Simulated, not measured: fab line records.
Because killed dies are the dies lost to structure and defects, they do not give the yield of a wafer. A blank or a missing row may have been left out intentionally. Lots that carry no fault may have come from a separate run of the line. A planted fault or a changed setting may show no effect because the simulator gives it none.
Which tool is to blame? | flow n5_finfet | 11 lots, 32 wafers sampled, at 1 step of a route of 1938

WHAT THE GAUGES READ, wafer by wafer
N5_BEOL_M15_INSPECT_55: inspects for defects (darkfield). Usual: raw_defect_count reads 79 (standard deviation 29).
lot  | measured     | on                | raw_defect_count | flag
L840 | day 12 08:02 | defect_inspect-02 | 92 74 76         |
L839 | day 12 11:32 | defect_inspect-01 | 54 158 108       |
L841 | day 13 00:20 | defect_inspect-02 | 86 84 97         |
L846 | day 14 15:14 | defect_inspect-02 | 63 61            |
L848 | day 14 22:19 | defect_inspect-02 | 61 124 63        |
L844 | day 15 13:22 | defect_inspect-01 | 37 58 56         |
L850 | day 15 18:23 | defect_inspect-01 | 73 86 101        |
L856 | day 16 06:50 | defect_inspect-01 | 72 53 67         |
L855 | day 16 14:55 | defect_inspect-02 | 113 138 143      |
L857 | day 16 22:46 | defect_inspect-02 | 62 99 97         |
L860 | day 17 09:08 | defect_inspect-01 | 92 65 107        |

WHICH TOOL RAN EACH LOT (tool, then ch and the chambers of the sampled wafers, then the start)
Before these readings, the record contains no process step.

AS READ BY THE TOOLS THEMSELVES (means over the sampled wafers that have a number; for cases with no such wafer, the mark the record gives instead)
The record holds no such reading with a usual standard deviation.

THE ANSWER, worked out from the rows above alone
Rule: a lot is off if the mean of its wafers that have a number lies more than 3 standard deviations from the usual mean. Also off: a lot with no number at a reading for which 4 or more lots have one. The other lots that the step has rows for count as sound. Order of review: gauges by route order, followed by the tools' own readings, for which a lot's mean as printed above is used. At the first step where some lot is off, the reading lying furthest off is the one used; lots without a number count as furthest.
No lot is off at any reading shown: from this, nothing can be told.

WHAT THE SIMULATOR PUT IN
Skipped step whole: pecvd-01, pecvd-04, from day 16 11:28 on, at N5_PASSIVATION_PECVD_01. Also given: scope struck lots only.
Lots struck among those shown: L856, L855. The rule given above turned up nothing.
